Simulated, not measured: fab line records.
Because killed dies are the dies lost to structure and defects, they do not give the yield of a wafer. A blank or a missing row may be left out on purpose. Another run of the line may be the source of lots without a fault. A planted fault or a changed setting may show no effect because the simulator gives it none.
Which tool was responsible? / flow n5-finfet / 11 lots, 33 wafers sampled, at 3 steps of a route of 1938

WHAT THE GAUGES SHOWED, per wafer
N5_PASSIVATION_CD_MEAS_30 targets a cd of 4000 nm.
lot=L733; measured=day 11 19:32; on=cd-sem-03; cd-nm (nm)=4000.9 3999.9 4000.5
lot=L735; measured=day 12 04:02; on=cd-sem-03; cd-nm (nm)=4000.8 4000.0 4000.4
lot=L736; measured=day 13 05:29; on=cd-sem-02; cd-nm (nm)=4001.8 4001.6 4000.2
lot=L737; measured=day 13 22:53; on=cd-sem-03; cd-nm (nm)=3998.5 3999.5 3999.5
lot=L740; measured=day 14 10:17; on=cd-sem-01; cd-nm (nm)=4002.2 4001.9 4002.5
lot=L742; measured=day 14 20:54; on=cd-sem-01; cd-nm (nm)=3998.4 3999.9 3999.2
lot=L744; measured=day 16 05:04; on=cd-sem-02; cd-nm (nm)=3939.7 3939.7 3940.5
lot=L747; measured=day 16 08:12; on=cd-sem-03; cd-nm (nm)=3938.7 3939.2 3939.2
lot=L748; measured=day 16 09:27; on=cd-sem-02; cd-nm (nm)=3999.7 4001.2 3999.3
lot=L752; measured=day 17 11:13; on=cd-sem-03; cd-nm (nm)=3999.3 3999.5 3998.9
lot=L756; measured=day 19 10:05; on=cd-sem-02; cd-nm (nm)=4001.7 4001.1 4000.6

EACH LOT AND THE TOOL THAT RAN IT (in order: tool; ch and the chambers of the sampled wafers; start)
lot=L733; N5_MIM_TOP_ALD_01=ald-hk-02 ch 0,1, day 11 19:22 or earlier; N5_PASSIVATION_EXPOSE_27=krf-scanner-02 ch 0, day 11 19:22
lot=L735; N5_MIM_TOP_ALD_01=ald-hk-01 ch 1,2,3, day 12 03:52 or earlier; N5_PASSIVATION_EXPOSE_27=krf-scanner-02 ch 0, day 12 03:52
lot=L736; N5_MIM_TOP_ALD_01=ald-hk-03 ch 0,2,3, day 13 05:19 or earlier; N5_PASSIVATION_EXPOSE_27=krf-scanner-02 ch 0, day 13 05:19
lot=L737; N5_MIM_TOP_ALD_01=ald-hk-03 ch 1,2,3, day 13 22:43 or earlier; N5_PASSIVATION_EXPOSE_27=krf-scanner-02 ch 0, day 13 22:43
lot=L740; N5_MIM_TOP_ALD_01=ald-hk-02 ch 1,2, day 14 10:07 or earlier; N5_PASSIVATION_EXPOSE_27=krf-scanner-01 ch 0, day 14 10:07
lot=L742; N5_MIM_TOP_ALD_01=ald-hk-03 ch 0,2, day 14 20:43 or earlier; N5_PASSIVATION_EXPOSE_27=krf-scanner-01 ch 0, day 14 20:43
lot=L744; N5_MIM_TOP_ALD_01=ald-hk-02 ch 0,2, day 16 04:54 or earlier; N5_PASSIVATION_EXPOSE_27=krf-scanner-02 ch 0, day 16 04:54
lot=L747; N5_MIM_TOP_ALD_01=ald-hk-03 ch 0,1,3, day 16 08:01 or earlier; N5_PASSIVATION_EXPOSE_27=krf-scanner-02 ch 0, day 16 08:01
lot=L748; N5_MIM_TOP_ALD_01=ald-hk-02 ch 2,3, day 16 09:17 or earlier; N5_PASSIVATION_EXPOSE_27=krf-scanner-01 ch 0, day 16 09:17
lot=L752; N5_MIM_TOP_ALD_01=ald-hk-03 ch 0,1,3, day 17 11:02 or earlier; N5_PASSIVATION_EXPOSE_27=krf-scanner-01 ch 0, day 17 11:02
lot=L756; N5_MIM_TOP_ALD_01=ald-hk-02 ch 0,3, day 19 09:55 or earlier; N5_PASSIVATION_EXPOSE_27=krf-scanner-01 ch 0, day 19 09:55
- N5_MIM_TOP_ALD_01: deposits HfO2, target thk 5.6 nm, pulse time 1 s, purge time 3 s.
- N5_PASSIVATION_EXPOSE_27: exposes mask PAD, defocus 0 nm.

THE ANSWER, worked out from the rows above alone
Rule: usual is defined by the lots themselves. The widest of any qualifying gaps counts: lots, ordered by their means at a reading, are off when they make up no more than a third of the lots, leave a main group of 4 or more, and stand apart from it by 3 or more times the standard deviation of that group's means. The tables above print the reading to a certain number of digits; a main group whose means all agree to those digits is not used. A lot without any number at a reading at which 4 lots or more have one is off too. Where the step has rows for the other lots, those lots are counted as sound.
Off: L744, L747 (N5_PASSIVATION_CD_MEAS_30, cd-nm). Main group: mean 4000.3 nm, sd 0.99.
A tool fits if, at a process step before that reading, it ran every lot that is off, and no sound lot after the first of them. The gauges at N5_PASSIVATION_CD_MEAS_30 are tried like those tools. With no start given for some of its lots, N5_MIM_TOP_ALD_01 uses the hours and lot order of N5_PASSIVATION_EXPOSE_27. One fits: N5_PASSIVATION_EXPOSE_27 on krf-scanner-02. Its last sound lot is L737 (day 13 22:43), its first lot that is off L744 (day 16 04:54): a fault that began between those two fits.

WHAT THE SIMULATOR HAD PUT IN
Drift in process parameters on krf-scanner-02 at N5_PASSIVATION_EXPOSE_27, starting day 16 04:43. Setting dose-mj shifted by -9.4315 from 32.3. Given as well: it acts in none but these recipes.
Lots struck among those shown: L744, L747. The rule above found the same.
